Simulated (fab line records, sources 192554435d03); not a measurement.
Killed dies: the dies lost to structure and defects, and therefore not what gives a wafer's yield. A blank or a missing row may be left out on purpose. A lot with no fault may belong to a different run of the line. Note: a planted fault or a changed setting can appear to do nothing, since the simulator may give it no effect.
Struck lot and sound lot, side by side ; flow n5Finfet ; 26 out of 1938 route steps
Sound: the wafers L284.1, L284.3, L284.6. The struck wafers were L273.1, L273.2, L273.5. The cause is named last.
For every step that has rows: the tool of each side, followed by ch and its chambers, followed by its first start. Under that, the readings that differ: sound wafers ; struck wafers ; difference of the means ; sigmas: that difference in standard deviations of wafers without a fault.
alike: readings with means less than 2 such deviations apart, plus words and numbers identical on both sides. not compared: withheld readings, readings lacking a value on some wafer, bounds such as >300 that could conceal the same value, and numbers that have no deviation in the record and whose values overlap.
Wherever a step has rows on one side only, a row that says differs or no value, or a row with sigmas, the two part there. Numbers that have no deviation but don't overlap get no sigmas and don't part them. Lack of a reading on every wafer of one side parts them only where that side has two or more wafers.

first, 8 steps without rows for these wafers: N5_BEOL_M9_DEVELOP_10 (develop time 30 s); N5_BEOL_M9_DESCUM_16 (chemistry O2, time 7.9 s); N5_BEOL_M9_ETCH_61 (etches SiARC in CF4, target depth 39 nm, time 65 s); N5_BEOL_M9_ETCH_62 (etches SOC in N2/H2, target depth 110 nm, overetch 22 nm, time 165 s); N5_BEOL_M9_STRIP_68 (strips in N2/H2); N5_BEOL_M9_STRIP_67 (strips in CF4); N5_BEOL_M9_HM_OPEN_17 (chemistry Cl2/BCl3, target TiN, target depth 20 nm, overetch 6 nm); N5_BEOL_M9_STRIP_19 (strips in O2).
N5_BEOL_M9_COAT_63: time 60 s, resist thk 60 nm.
  sound on lithoTrack-05 ch 0, day 16 13:43; struck on lithoTrack-03 ch 0, day 13 22:33
reading;sound;struck;difference;sigmas
spinSpeedRpm (rpm);1500.4 1500.5 1498.0;1714.6 1713.8 1714.5;+214.7;+99 or more
model.SOC_of_BEOL_M9_COAT_63.thkNm (nm);59.8 60 60;56.2 56.2 56.2;-3.7;
then, 11 steps without rows for these wafers: N5_BEOL_M9_COAT_64 (time 60 s, resist thk 12 nm); N5_BEOL_M9_COAT_75 (time 60 s, resist thk 5 nm); N5_BEOL_M9_COAT_22 (resist thk 30 nm); N5_BEOL_M9_EBR_24; N5_BEOL_M9_SOFTBAKE_23 (time 60 s); N5_BEOL_M9_EXPOSE_25 (exposes mask V8); N5_BEOL_M9_PEB_26 (peb time 60 s); N5_BEOL_M9_DEVELOP_27 (develop time 30 s); N5_BEOL_M9_DESCUM_33 (chemistry O2, time 7 s); N5_BEOL_M9_ETCH_76 (etches underlayer in N2/H2, target depth 6.5 nm, time 5.2 s); N5_BEOL_M9_ETCH_65 (etches SiARC in CF4, target depth 15.6 nm, time 26 s).
N5_BEOL_M9_ETCH_66: etches SOC in N2/H2, target depth 80 nm, overetch 16 nm, time 120 s.
  sound on rieDiel-01 ch 0,1, day 16 14:21; struck on rieDiel-01 ch 1,2, day 13 23:21
reading;sound;struck;difference;sigmas
model.etch.depthNm (nm);59.74 60.04 59.93;56.22 56.2 56.26;-3.68;
  alike: drypumpMotorCurrentA, n2FlowSccm, oesProductAu, rfVppV, showerheadPlenumPTorr, throttleValvePct
  not compared: rfHoursCounterH
then, 2 steps without rows for these wafers: N5_BEOL_M9_STRIP_69 (strips in N2/H2); N5_BEOL_M9_STRIP_77 (strips in N2/H2).
N5_BEOL_M9_VIA_ETCH_34: etches SiCOH lowk in C4F6/O2, target depth 182.4 nm, time 68.4 s.
  sound on rieDiel-01 ch 0,1, day 16 14:27; struck on rieDiel-01 ch 1,2, day 13 23:27
reading;sound;struck;difference;sigmas
model.SOC_of_BEOL_M9_COAT_63.thkNm (nm);50.8 51 50.8;47 47.2 47.2;-4;
  alike: drypumpMotorCurrentA, oes_f_703_au, oesProductAu, rfVppV, showerheadPlenumPTorr, throttleValvePct
  not compared: rfHoursCounterH
then, 1 step without rows for these wafers: N5_BEOL_M9_STRIP_73 (strips in C4F6/O2).
-- record jumps: 3 days separate the struck wafers' starts on either side; left off in module BEOL_M9, taken up again in module PASSIVATION, whose first shown step is the route's number 1936 --
N5_PASSIVATION_PROBE_49:
  rows exist in the record for the struck wafers here (prober-02, day 16 12:35), but not for the sound ones

WHERE THEY PART
First at N5_BEOL_M9_COAT_63; last, within this record, at N5_PASSIVATION_PROBE_49.

WHY: whatever the simulator had introduced
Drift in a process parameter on lithoTrack-03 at N5_BEOL_M9_COAT_63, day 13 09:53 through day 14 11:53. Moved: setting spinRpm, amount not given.
